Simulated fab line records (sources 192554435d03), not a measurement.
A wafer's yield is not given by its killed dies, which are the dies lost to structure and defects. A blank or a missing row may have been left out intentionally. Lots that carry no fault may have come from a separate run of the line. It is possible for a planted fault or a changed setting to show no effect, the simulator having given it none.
Matching of chambers / flow n5 finfet / rie diel-02 running N5_BEOL_M10_STRIP_67: 4 sister chambers
The step strips in CF4. 4 wafers are shown with their chamber, then 7 later ones without.

== EACH WAFER AND ITS CHAMBER ==
wafer=L083.5; chamber=0; showerhead plenum p Torr (Torr)=1.74
wafer=L083.6; chamber=3; showerhead plenum p Torr (Torr)=1.78
wafer=L089.1; chamber=1; showerhead plenum p Torr (Torr)=1.75
wafer=L089.4; chamber=2; showerhead plenum p Torr (Torr)=1.73

== WAFERS WHOSE CHAMBER IS MISSING ==
wafer=L089.5; showerhead plenum p Torr (Torr)=1.74
wafer=L093.3; showerhead plenum p Torr (Torr)=1.74
wafer=L093.4; showerhead plenum p Torr (Torr)=1.73
wafer=L093.6; showerhead plenum p Torr (Torr)=1.74
wafer=L096.2; showerhead plenum p Torr (Torr)=1.77
wafer=L096.4; showerhead plenum p Torr (Torr)=1.74
wafer=L096.6; showerhead plenum p Torr (Torr)=1.77

== EACH ONE'S CHAMBER ==
wafer=L089.5; from the rows above=can't be placed: 0 or 1 or 2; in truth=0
wafer=L093.3; from the rows above=can't be placed: 0 or 1 or 2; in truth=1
wafer=L093.4; from the rows above=can't be placed: 2 or 0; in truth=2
wafer=L093.6; from the rows above=can't be placed: 0 or 1 or 2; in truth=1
wafer=L096.2; from the rows above=can't be placed: 3 or 1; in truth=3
wafer=L096.4; from the rows above=can't be placed: 0 or 1 or 2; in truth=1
wafer=L096.6; from the rows above=can't be placed: 3 or 1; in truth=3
Correct placement for 0 of the 7. These rows do not allow placing 7 (true chamber among the candidates in 7). Number placed wrongly: 0.
How it was worked out, from the rows above alone: a wafer's distance from a chamber is the root of the sum, over the readings, of the square of ((its reading less the chamber's mean) divided by the reading's scatter). The wafer belongs to the nearest chamber; if the next one is less than 2 further off, it can't be placed. For every chamber, the mean is computed from those of its wafers that are shown. The scatter (one wafer shown for each chamber): square how far every hidden wafer sits from the nearest shown wafer, average those squares and take the square root.
